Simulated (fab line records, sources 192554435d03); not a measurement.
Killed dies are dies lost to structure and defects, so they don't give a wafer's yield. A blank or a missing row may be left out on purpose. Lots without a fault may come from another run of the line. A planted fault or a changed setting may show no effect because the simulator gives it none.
fab line records | flow n5_finfet
record lots=7 wafers=21
route steps=1938 shown BEOL_M4@1031 BEOL_M5@1130 BEOL_M6@1197 BEOL_M7@1302
start_h: hours from the record's first day to the start of the lot's first wafer shown | wait_h: hours since the lot's step before | " the same as in the row above | L1.1+2: a row that stands for several wafers | - no value, or no start given | * or withheld: withheld | < > ~ a bound
route shown NAME@n: a module of which the file shows steps, and the number in the route of the first | usual: mean/standard deviation of fault-free wafers | same: alike in all rows | chamber/n: place in a boat | sites: the reading at each site | _std_site: their standard deviation | _edge_site: outer sites' mean less inner sites' | radius_mm: how far each site lies from the wafer's centre | mask NAME#n: copy n | behind: the tool/chamber that last shaped the wafer | hold: why the lot was held/for how many hours/how that ended | device: the transistor (n, p or np) that didn't switch | end of line: the same wafers' tests at the end of the route | a step without rows: its recipe alone | killed: dies lost to structure and defects at the first sort, not the wafer's yield | map: a wafer's dies, x killed, . not, _ none there
set.NAME: the setting as run; set.NAME@STEP: as run at that earlier step | model.NAME: the simulator's own value behind a step, which no gauge read
lots whose settings were changed on purpose; a table a step, a row a wafer
## steps
# step N5_BEOL_M4_EXPOSE_08
# recipe mask_id=M4 na=0.33 source_shape=dipole sigma_inner=0.369 sigma_outer=0.767 polarization=unpolarized dose_mj=41.25
# columns lot.wafer tool chamber start_h wait_h mask set.dose_mj
L078.1+5 euv_scanner-02 0 188.72 - M4#0 39.13
L078.4 " 0 " " M4#0 41.25
L081.2 euv_scanner-02 0 207.47 - M4#0 41.25
L081.3+5 " 0 " " M4#0 43.14
L080.3+6 euv_scanner-02 0 210.61 - M4#0 43.52
L080.4 " 0 " " M4#0 41.25
L088.1 euv_scanner-01 0 256.96 - M4#0 38.56
L088.3+5 " 0 " " M4#0 41.25
L091.1+2+6 euv_scanner-02 0 272.25 - M4#0 41.25
L093.1+2 euv_scanner-02 0 293.10 - M4#0 43.05
L093.4 " 0 " " M4#0 41.25
L096.2 euv_scanner-02 0 320.67 - M4#0 41.25
L096.5+6 " 0 " " M4#0 40.18
# step N5_BEOL_M4_PEB_09
# recipe peb_temp_c=100 peb_time_s=60 resist=CAR-EUV
# step N5_BEOL_M4_DEVELOP_10
# recipe develop_time_s=30 developer=TMAH resist=CAR-EUV rinse_liquid=surfactant_rinse dry=air_spin dev_temp_c=23
# step N5_BEOL_M4_CD_MEAS_11
# recipe target_cd_nm=16.79 landing_energy_ev=500 detector=se_inlens polarity=opening
# usual cd_nm=16.74/0.25
# columns lot.wafer tool chamber start_h wait_h set.dose_mj@BEOL_M4_EXPOSE_08 cd_nm
L078.1 cd_sem-02 0 188.85 - 39.13 15.71
L078.4 " 0 " " 41.25 16.62
L078.5 " 0 " " 39.13 15.67
L081.2 cd_sem-03 0 207.60 - 41.25 17.16
L081.3 " 0 " " 43.14 17.66
L081.5 " 0 " " 43.14 17.91
L080.3 cd_sem-02 0 210.73 - 43.52 17.77
L080.4 " 0 " " 41.25 17.12
L080.6 " 0 " " 43.52 18.41
L088.1 cd_sem-03 0 257.09 - 38.56 15.06
L088.3 " 0 " " 41.25 16.70
L088.5 " 0 " " 41.25 16.80
L091.1 cd_sem-01 0 272.38 - 41.25 16.67
L091.2 " 0 " " 41.25 17.32
L091.6 " 0 " " 41.25 16.47
L093.1 cd_sem-01 0 293.23 - 43.05 17.08
L093.2 " 0 " " 43.05 17.52
L093.4 " 0 " " 41.25 16.68
L096.2 cd_sem-01 0 320.79 - 41.25 16.66
L096.5 " 0 " " 40.18 16.14
L096.6 " 0 " " 40.18 16.22
# step N5_BEOL_M4_DESCUM_16
# recipe chemistry=O2 time_s=7 source_power_w=50 bias_power_w=20 pressure_mtorr=20 rf_frequency_hz=2.712e+07 temp_c=40 resist=CAR-EUV o2_flow_sccm=225
# columns lot.wafer tool chamber start_h wait_h set.spin_rpm@BEOL_M4_COAT_05 model.CAR-EUV_of_BEOL_M4_COAT_05.thk_nm
L078.1 rie_diel-06 1 189.15 0.2 1500 26.2
L078.4+5 " 1,2 " " 1337 28
L081.2+5 rie_diel-04 1 207.84 0.2 1500 26.2
L081.3 " 0 " " 1500 26.4
L080.3+4+6 rie_diel-06 3,0,1 210.85 0.0 1500 26.2
L088.1+3+5 rie_diel-04 1,3,0 257.26 0.1 1500 26.2
L091.1+2+6 rie_diel-05 0,3,3 272.51 0.0 1500 26.2
L093.1+2+4 rie_diel-05 3,0,2 293.94 0.6 1500 26
L096.2 rie_diel-06 1 321.65 0.8 1500 26.2
L096.5 " 1 " " 1340 27.8
L096.6 " 0 " " 1340 28
# step N5_BEOL_M4_ETCH_74
# recipe chemistry=N2/H2 target=underlayer target_depth_a=65 mask_material=CAR-EUV time_s=5.2 ion_energy_ev=200 pressure_mtorr=30 source_w=840 bias_w=150 n2_flow_sccm=200 h2_flow_sccm=200 ends=cleared
# columns lot.wafer tool chamber start_h wait_h set.dose_mj@BEOL_M4_EXPOSE_08 model.BEOL_M4.cd_offset_nm
L078.1+5 rie_diel-06 1,2 189.19 0.0 39.13 -1
L078.4 " 1 " " 41.25 0
L081.2 rie_diel-04 1 207.87 0.0 41.25 0.2
L081.3 " 0 " " 43.14 0.8
L081.5 " 1 " " 43.14 1.2
L080.3 rie_diel-06 3 210.88 0.0 43.52 1
L080.4 " 0 " " 41.25 0.2
L080.6 " 1 " " 43.52 1.4
L088.1 rie_diel-04 1 257.30 0.0 38.56 -1.4
L088.3 " 3 " " 41.25 0
L088.5 " 0 " " 41.25 -0.2
L091.1+2 rie_diel-05 0,3 272.54 0.0 41.25 0
L091.6 " 3 " " 41.25 -0.2
L093.1 rie_diel-05 3 293.98 0.0 43.05 0.2
L093.2 " 0 " " 43.05 0.6
L093.4 " 2 " " 41.25 -0.2
L096.2 rie_diel-06 1 321.68 0.0 41.25 -0.2
L096.5+6 " 1,0 " " 40.18 -0.6
# step N5_BEOL_M4_ETCH_63
# recipe chemistry=CF4 target=SiARC target_depth_a=156 mask_material=CAR-EUV time_s=26 ion_energy_ev=80 pressure_mtorr=40 source_w=545 bias_w=36 Ar_flow_sccm=100 cf4_flow_sccm=100 ends=cleared
# columns lot.wafer tool chamber start_h wait_h set.dose_mj@BEOL_M4_EXPOSE_08 model.BEOL_M4.cd_offset_nm
L078.1 rie_diel-06 1 189.20 0.0 39.13 -0.8
L078.4 " 1 " " 41.25 0.2
L078.5 " 2 " " 39.13 -1.2
L081.2 rie_diel-04 1 207.89 0.0 41.25 0
L081.3 " 0 " " 43.14 0.8
L081.5 " 1 " " 43.14 1
L080.3 rie_diel-06 3 210.90 0.0 43.52 1.2
L080.4 " 0 " " 41.25 0.2
L080.6 " 1 " " 43.52 1.4
L088.1 rie_diel-04 1 257.31 0.0 38.56 -1.4
L088.3 " 3 " " 41.25 0
L088.5 " 0 " " 41.25 -0.2
L091.1+6 rie_diel-05 0,3 272.56 0.0 41.25 -0.2
L091.2 " 3 " " 41.25 0
L093.1 rie_diel-05 3 293.99 0.0 43.05 0.4
L093.2 " 0 " " 43.05 0.6
L093.4 " 2 " " 41.25 -0.2
L096.2 rie_diel-06 1 321.70 0.0 41.25 0
L096.5+6 " 1,0 " " 40.18 -0.6
# step N5_BEOL_M4_ETCH_64
# recipe chemistry=N2/H2 target=SOC target_depth_a=750 overetch_a=225 mask_material=SiARC temp_c=40 time_s=121.9 ion_energy_ev=200 pressure_mtorr=30 source_w=840 bias_w=150 n2_flow_sccm=200 h2_flow_sccm=200
# columns lot.wafer tool chamber start_h wait_h set.dose_mj@BEOL_M4_EXPOSE_08 model.BEOL_M4.cd_offset_nm
L078.1 rie_diel-06 1 189.23 0.0 39.13 -0.8
L078.4 " 1 " " 41.25 0.4
L078.5 " 2 " " 39.13 -1.2
L081.2 rie_diel-04 1 207.92 0.0 41.25 0.2
L081.3 " 0 " " 43.14 0.8
L081.5 " 1 " " 43.14 1.4
L080.3+6 rie_diel-06 3,1 210.93 0.0 43.52 1.4
L080.4 " 0 " " 41.25 0.2
L088.1 rie_diel-04 1 257.34 0.0 38.56 -1.2
L088.3 " 3 " " 41.25 0
L088.5 " 0 " " 41.25 -0.2
L091.1 rie_diel-05 0 272.59 0.0 41.25 -0.4
L091.2 " 3 " " 41.25 0
L091.6 " 3 " " 41.25 -0.2
L093.1+2 rie_diel-05 3,0 294.02 0.0 43.05 0.6
L093.4 " 2 " " 41.25 -0.4
L096.2 rie_diel-06 1 321.73 0.0 41.25 -0.2
L096.5 " 1 " " 40.18 -0.6
L096.6 " 0 " " 40.18 -0.4
# step N5_BEOL_M4_STRIP_65
# recipe chemistry=N2/H2 temp_c=40 n2_flow_sccm=200 h2_flow_sccm=200 rf_frequency_hz=6e+07
# step N5_BEOL_M4_STRIP_75
# recipe chemistry=N2/H2 temp_c=40 n2_flow_sccm=200 h2_flow_sccm=200 rf_frequency_hz=6e+07
# step N5_BEOL_M4_HM_OPEN_17
# recipe chemistry=Cl2/BCl3 target_depth_a=200 overetch_a=60 target=TiN mask_material=SOC ion_energy_ev=150 pressure_mtorr=10 icp_w=1000 bias_w=126 Cl2_flow_sccm=53.25 bcl3_flow_sccm=21.75 Ar_flow_sccm=25
# step N5_BEOL_M4_STRIP_19
# recipe chemistry=O2 power_w=400 temp_c=40 pressure_mtorr=30 rf_frequency_hz=6e+07 bias_power_w=0 overash_fraction=0.2 o2_flow_sccm=225
# step N5_BEOL_M4_CD_MEAS_18
# recipe pitch_nm=36 target_cd_nm=18
# usual cd_nm=18.0/0.33
# columns lot.wafer tool chamber start_h wait_h set.dose_mj@BEOL_M4_EXPOSE_08 cd_nm
L078.1 cd_sem-02 - 189.69 0.0 39.13 17.2
L078.4 " - " " 41.25 18.0
L078.5 " - " " 39.13 16.6
L081.2 cd_sem-02 - 208.33 0.1 41.25 18.1
L081.3 " - " " 43.14 18.9
L081.5 " - " " 43.14 19.1
L080.3 cd_sem-03 - 211.51 0.1 43.52 19.4
L080.4 " - " " 41.25 18.2
L080.6 " - " " 43.52 19.3
L088.1 cd_sem-02 - 257.70 0.0 38.56 16.7
L088.3 " - " " 41.25 18.0
L088.5 " - " " 41.25 17.4
L091.1 cd_sem-03 - 273.04 0.0 41.25 17.3
L091.2 " - " " 41.25 17.9
L091.6 " - " " 41.25 18.2
L093.1 cd_sem-02 - 294.42 0.0 43.05 18.9
L093.2 " - " " 43.05 18.8
L093.4 " - " " 41.25 17.6
L096.2 cd_sem-02 - 322.27 0.1 41.25 17.8
L096.5 " - " " 40.18 17.4
L096.6 " - " " 40.18 17.8
# step N5_BEOL_M4_COAT_67
# recipe resist=SOC temp_c=250 time_s=60 spin_rpm=1500 resist_thk_nm=60
# step N5_BEOL_M4_COAT_68
# recipe resist=SiARC temp_c=220 time_s=60 spin_rpm=1500 resist_thk_nm=12
# step N5_BEOL_M4_PRECLEAN_42
# recipe chemistry=residue_remover time_s=60 temp_c=40
# step N5_BEOL_M4_SRD_43
# recipe time_s=30 temp_c=23 rinse_liquid=diw dry=ipa_marangoni
# step N5_BEOL_M4_CD_MEAS_35
# recipe target_cd_nm=18 target_cd_y_nm=22.4 polarity=opening
# usual cd_nm=18.1/0.32
# columns lot.wafer tool chamber start_h wait_h set.dose_mj@BEOL_M4_EXPOSE_08 cd_nm
L078.1 cd_sem-03 - 191.66 0.0 39.13 17.5
L078.4 " - " " 41.25 18.4
L078.5 " - " " 39.13 16.7
L081.2 cd_sem-03 - 229.05 0.0 41.25 18.3
L081.3 " - " " 43.14 18.8
L081.5 " - " " 43.14 19.4
L080.3 cd_sem-03 - 233.88 0.0 43.52 19.3
L080.4 " - " " 41.25 17.7
L080.6 " - " " 43.52 19.2
L088.1 cd_sem-01 - 277.03 0.0 38.56 17.0
L088.3 " - " " 41.25 18.2
L088.5 " - " " 41.25 17.9
L091.1 cd_sem-03 - 280.79 0.0 41.25 17.7
L091.2 " - " " 41.25 18.2
L091.6 " - " " 41.25 17.9
L093.1 cd_sem-02 - 313.86 0.0 43.05 18.5
L093.2 " - " " 43.05 19.0
L093.4 " - " " 41.25 17.6
L096.2 cd_sem-03 - 333.65 0.0 41.25 17.9
L096.5 " - " " 40.18 17.5
L096.6 " - " " 40.18 17.9
# step N5_BEOL_M5_ETCH_72
# recipe chemistry=N2/H2 target=underlayer target_depth_a=65 mask_material=CAR-EUV time_s=5.2 ion_energy_ev=200 pressure_mtorr=30 source_w=840 bias_w=150 n2_flow_sccm=200 h2_flow_sccm=200 ends=cleared
# usual rf_vpp_V=524.6/2.5
# columns lot.wafer tool chamber start_h wait_h set.bias_w rf_vpp_V
L078.1 rie_diel-03 1 202.79 0.0 135.8 495.4
L078.4 " 3 " " 150 524.4
L078.5 " 3 " " 150 524.2
L081.2 rie_diel-02 3 239.16 0.0 150 526.7
L081.3 " 0 " " 139.1 496.1
L081.5 " 2 " " 150 525.5
L080.3 rie_diel-01 2 246.81 0.0 150 524.7
L080.4 " 1 " " 124.8 467.1
L080.6 " 1 " " 124.8 465.7
L088.1 rie_diel-03 1 285.48 0.0 150 528.9
L088.3 " 3 " " 150 521.6
L088.5 " 2 " " 150 522.3
L091.1 rie_diel-03 3 289.43 0.0 150 523.5
L091.2 " 0 " " 150 524.9
L091.6 " 1 " " 150 526.9
L093.1 rie_diel-02 1 320.85 0.0 162.2 552.1
L093.2 " 3 " " 162.2 554.5
L093.4 " 0 " " 150 522.8
L096.2 rie_diel-02 1 344.95 0.0 150 526.1
L096.5 " 0 " " 167.4 559.0
L096.6 " 3 " " 150 525.5
# step N5_BEOL_M5_COAT_22
# recipe resist=CAR-EUV spin_rpm=1500 resist_thk_nm=30
# columns lot.wafer tool chamber start_h wait_h set.spin_rpm model.CAR-EUV_of_BEOL_M5_COAT_22.thk_nm
L078.1 litho_track-04 0 - - 1645 28.6
L078.4 " 0 " " 1500 30
L078.5 " 0 " " 1645 28.8
L081.2 litho_track-02 0 - - 1500 29.8
L081.3+5 " 0 " " 1500 30
L080.3+4 litho_track-04 0 - - 1615 29.2
L080.6 " 0 " " 1500 30.2
L088.1 litho_track-01 0 - - 1500 30
L088.3 " 0 " " 1500 29.8
L088.5 " 0 " " 1417 30.8
L091.1+2+6 litho_track-02 0 - - 1500 30.2
L093.1+4 litho_track-01 0 - - 1500 30.2
L093.2 " 0 " " 1500 30
L096.2+5+6 litho_track-01 0 - - 1500 30
# step N5_BEOL_M5_EBR_24
# recipe solvent=PGMEA ebr_width_mm=1.5
# step N5_BEOL_M5_SOFTBAKE_23
# recipe temp_c=110 time_s=60 resist=CAR-EUV
# step N5_BEOL_M5_DESCUM_33
# recipe chemistry=O2 time_s=7 source_power_w=50 bias_power_w=20 pressure_mtorr=20 rf_frequency_hz=2.712e+07 temp_c=40 resist=CAR-EUV o2_flow_sccm=225
# step N5_BEOL_M5_ETCH_75
# recipe chemistry=N2/H2 target=underlayer target_depth_a=65 mask_material=CAR-EUV time_s=5.2 ion_energy_ev=200 pressure_mtorr=30 source_w=840 bias_w=150 n2_flow_sccm=200 h2_flow_sccm=200 ends=cleared
# step N5_BEOL_M5_ETCH_67
# recipe chemistry=CF4 target=SiARC target_depth_a=156 mask_material=CAR-EUV time_s=26 ion_energy_ev=80 pressure_mtorr=40 source_w=545 bias_w=36 Ar_flow_sccm=100 cf4_flow_sccm=100 ends=cleared
# columns lot.wafer tool chamber start_h wait_h set.spin_rpm@BEOL_M5_COAT_22 model.CAR-EUV_of_BEOL_M5_COAT_22.thk_nm
L078.1 rie_diel-01 2 207.04 0.0 1645 9.6
L078.4 " 3 " " 1500 11.2
L078.5 " 0 " " 1645 9.8
L081.2 rie_diel-02 0 240.88 0.0 1500 11
L081.3+5 " 3,2 " " 1500 11.2
L080.3 rie_diel-02 2 249.90 0.0 1615 10.2
L080.4 " 1 " " 1615 10.4
L080.6 " 0 " " 1500 11.4
L088.1 rie_diel-01 3 287.99 0.0 1500 11.2
L088.3 " 0 " " 1500 11
L088.5 " 2 " " 1417 11.8
L091.1 rie_diel-02 3 291.74 0.0 1500 11.4
L091.2+6 " 2 " " 1500 11.2
L093.1+2 rie_diel-02 3,0 322.00 0.0 1500 11.2
L093.4 " 1 " " 1500 11.4
L096.2+5+6 rie_diel-03 0,3,0 348.80 0.0 1500 11
# step N5_BEOL_M6_PECVD_70
# recipe material=SiO2 target_thk_a=200 temp_c=400 precursor=TEOS/O2 pressure_torr=5.5 rf_w=450 teos_flow_sccm=53.8 gas=O2 flow_sccm=3000 time_s=22.7
# columns lot.wafer tool chamber start_h wait_h set.temp_c
L078.1+4+5 pecvd-04 2,2,0 218.95 0.0 400
L081.2+5 pecvd-01 2,0 250.99 0.0 386.7
L081.3 " 1 " " 400
L080.3+4+6 pecvd-03 0,2,1 258.17 0.0 400
L088.1+3+5 pecvd-04 1,2,1 295.88 0.0 400
L091.1+2+6 pecvd-01 1,2,1 300.94 0.0 400
L093.1+2+4 pecvd-01 2,1,0 329.72 0.0 400
L096.2 pecvd-03 1 357.35 0.0 400
L096.5+6 " 1,2 " " 391.1
# step N5_BEOL_M6_TRENCH_ETCH_37
# recipe chemistry=C4F6/O2 target_depth_a=944.35 target=SiCOH_lowk time_s=31.5 ion_energy_ev=250 pressure_mtorr=30 source_w=345 bias_w=185 Ar_flow_sccm=300 C4F6_flow_sccm=10 O2_flow_sccm=10
# usual rf_vpp_V=668/14
# columns lot.wafer tool chamber start_h wait_h set.source_w rf_vpp_V model.etch.depth_nm model.BEOL_M6.feature_depth_nm
L078.1 rie_diel-06 0 - - 345 663 94.11 94.2
L078.4 " 1 " " 345 677 95.97 96
L078.5 " 1 " " 345 678 95.18 95.2
L081.2 rie_diel-06 2 - - 345 689 94.4 94.4
L081.3 " 1 " " 291.4 739 89.5 89.6
L081.5 " 1 " " 291.4 738 89.92 90
L080.3 rie_diel-05 1 - - 345 664 92.87 92.8
L080.4 " 3 " " 345 648 94.37 94.4
L080.6 " 3 " " 316.5 678 89.7 89.6
L088.1 rie_diel-06 2 - - 345 690 94.21 94.2
L088.3 " 3 " " 345 653 95.17 95.2
L088.5 " 1 " " 345 677 94.19 94.2
L091.1 rie_diel-05 1 - - 345 665 91.14 91.2
L091.2 " 2 " " 345 656 93.6 93.6
L091.6 " 2 " " 345 656 92.55 92.6
L093.1 rie_diel-05 1 - - 345 665 91.48 91.4
L093.2 " 3 " " 307.6 687 88.31 88.4
L093.4 " 3 " " 307.6 687 89 89
L096.2 rie_diel-05 1 - - 396.4 618 96.51 96.6
L096.5 " 1 " " 396.4 620 96.96 97
L096.6 " 0 " " 345 664 93.22 93.2
# step N5_BEOL_M6_ETCH_41
# recipe chemistry=CH3F/O2 target=SiCN target_depth_a=297 taper_deg=2 time_s=52 ion_energy_ev=120 mask_material=TiN pressure_mtorr=30 source_w=395 bias_w=75 Ar_flow_sccm=150 CH3F_flow_sccm=30 O2_flow_sccm=20
# step N5_BEOL_M6_STRIP_80
# recipe chemistry=N2/H2 time_s=10 power_w=450 temp_c=40 pressure_mtorr=20 rf_frequency_hz=6e+07 bias_power_w=7 n2_flow_sccm=200 h2_flow_sccm=200
# step N5_BEOL_M6_OCD_MEAS_38
# usual trench_depth_nm=94.0/1.9
# columns lot.wafer tool chamber start_h wait_h set.source_w@BEOL_M6_TRENCH_ETCH_37 trench_depth_nm
L078.1 ocd-01 - 225.63 - 345 94.2
L078.4 " - " " 345 96.3
L078.5 " - " " 345 95.3
L081.2 ocd-01 - 253.44 - 345 94.6
L081.3 " - " " 291.4 89.3
L081.5 " - " " 291.4 90.2
L080.3 ocd-02 - 265.30 - 345 92.8
L080.4 " - " " 345 94.2
L080.6 " - " " 316.5 89.9
L088.1 ocd-02 - 300.85 - 345 94.0
L088.3 " - " " 345 94.8
L088.5 " - " " 345 94.5
L091.1 ocd-02 - 306.07 - 345 91.3
L091.2 " - " " 345 93.0
L091.6 " - " " 345 92.3
L093.1 ocd-01 - 332.68 - 345 91.7
L093.2 " - " " 307.6 88.3
L093.4 " - " " 307.6 89.3
L096.2 ocd-02 - 359.99 - 396.4 96.9
L096.5 " - " " 396.4 96.8
L096.6 " - " " 345 93.3
# step N5_BEOL_M6_HM_STRIP_39
# recipe chemistry=peroxide_tin_strip material=TiN target_depth_a=250 temp_c=50 time_s=158
# columns lot.wafer tool chamber start_h wait_h set.temp_c@BEOL_M6_PECVD_70 model.SiO2_of_BEOL_M6_PECVD_70.thk_nm
L078.1 wet_bench-06 3 225.66 0.0 400 19.8
L078.4 " 0 " " 400 20.4
L078.5 " 4 " " 400 20
L081.2 wet_bench-05 7 253.47 0.0 386.7 21.4
L081.3 " 4 " " 400 20
L081.5 " 6 " " 386.7 22
L080.3 wet_bench-04 1 265.33 0.0 400 20
L080.4 " 7 " " 400 19.6
L080.6 " 0 " " 400 20.2
L088.1+5 wet_bench-06 2,5 300.88 0.0 400 19.8
L088.3 " 6 " " 400 20
L091.1 wet_bench-06 5 306.10 0.0 400 20
L091.2 " 4 " " 400 19.8
L091.6 " 1 " " 400 20.6
L093.1+2 wet_bench-05 0,2 332.71 0.0 400 19.8
L093.4 " 7 " " 400 20.2
L096.2 wet_bench-05 5 360.91 0.9 400 19.6
L096.5 " 2 " " 391.1 21.2
L096.6 " 0 " " 391.1 21
# step N5_BEOL_M7_ETCH_66
# recipe chemistry=N2/H2 target=SOC target_depth_a=800 overetch_a=160 mask_material=SiARC temp_c=40 time_s=120 ion_energy_ev=200 pressure_mtorr=30 source_w=840 bias_w=150 n2_flow_sccm=200 h2_flow_sccm=200
# columns lot.wafer tool chamber start_h wait_h set.time_s model.SiARC_of_BEOL_M7_COAT_64.thk_nm
L078.1 rie_diel-02 3 236.24 0.0 135.9 5.6
L078.4 " 1 " " 120 6.8
L078.5 " 1 " " 135.9 6
L081.2+5 rie_diel-02 2 265.60 0.0 120 6.4
L081.3 " 1 " " 120 6.6
L080.3+6 rie_diel-01 0,1 274.98 0.0 120 6.4
L080.4 " 3 " " 142.4 5.2
L088.1 rie_diel-03 1 306.41 0.0 120 6
L088.3 " 2 " " 141.6 5.4
L088.5 " 0 " " 141.6 5.2
L091.1 rie_diel-03 3 313.38 0.0 120 6.6
L091.2 " 1 " " 120 5.8
L091.6 " 1 " " 120 6
L093.1 rie_diel-01 2 344.90 0.0 105.6 7
L093.2 " 1 " " 105.6 7.2
L093.4 " 1 " " 120 6.4
L096.2 rie_diel-03 2 369.77 0.0 120 6.4
L096.5 " 3 " " 120 6.6
L096.6 " 0 " " 120 6.2
## key
split step=N5_BEOL_M4_EXPOSE_08 setting=dose_mj stated=41.25 by=wafer
response step=N5_BEOL_M4_CD_MEAS_11 reading=cd_nm change=+0.191 per=1% r=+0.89
response step=N5_BEOL_M4_ETCH_74 reading=model.BEOL_M4.cd_offset_nm change=+0.181 per=1% r=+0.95
response step=N5_BEOL_M4_ETCH_63 reading=model.BEOL_M4.cd_offset_nm change=+0.202 per=1% r=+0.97
response step=N5_BEOL_M4_ETCH_64 reading=model.BEOL_M4.cd_offset_nm change=+0.207 per=1% r=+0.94
response step=N5_BEOL_M4_CD_MEAS_18 reading=cd_nm change=+0.194 per=1% r=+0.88
response step=N5_BEOL_M4_CD_MEAS_35 reading=cd_nm change=+0.215 per=1% r=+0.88
split step=N5_BEOL_M5_ETCH_72 setting=bias_w stated=150 by=wafer
response step=N5_BEOL_M5_ETCH_72 reading=rf_vpp_V change=+3.37 per=1% r=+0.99
split step=N5_BEOL_M5_COAT_22 setting=spin_rpm stated=1500 by=wafer
response step=N5_BEOL_M5_COAT_22 reading=model.CAR-EUV_of_BEOL_M5_COAT_22.thk_nm change=-0.138 per=1% r=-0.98
response step=N5_BEOL_M5_ETCH_67 reading=model.CAR-EUV_of_BEOL_M5_COAT_22.thk_nm change=-0.147 per=1% r=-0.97
split step=N5_BEOL_M6_PECVD_70 setting=temp_c stated=400 by=wafer
response step=N5_BEOL_M6_HM_STRIP_39 reading=model.SiO2_of_BEOL_M6_PECVD_70.thk_nm change=-0.562 per=1% r=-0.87
split step=N5_BEOL_M6_TRENCH_ETCH_37 setting=source_w stated=345 by=wafer
response step=N5_BEOL_M6_TRENCH_ETCH_37 reading=rf_vpp_V change=-2.86 per=1% r=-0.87
response step=N5_BEOL_M6_TRENCH_ETCH_37 reading=model.etch.depth_nm change=+0.29 per=1% r=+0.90
response step=N5_BEOL_M6_TRENCH_ETCH_37 reading=model.BEOL_M6.feature_depth_nm change=+0.289 per=1% r=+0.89
response step=N5_BEOL_M6_OCD_MEAS_38 reading=trench_depth_nm change=+0.292 per=1% r=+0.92
split step=N5_BEOL_M7_ETCH_66 setting=time_s stated=120 by=wafer
response step=N5_BEOL_M7_ETCH_66 reading=model.SiARC_of_BEOL_M7_COAT_64.thk_nm change=-0.0571 per=1% r=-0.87
split outside_this_file step=N5_BEOL_M4_COAT_05 setting=spin_rpm
# split outside_this_file: this setting was split too, and the file shows its column; the key of that split is in another file
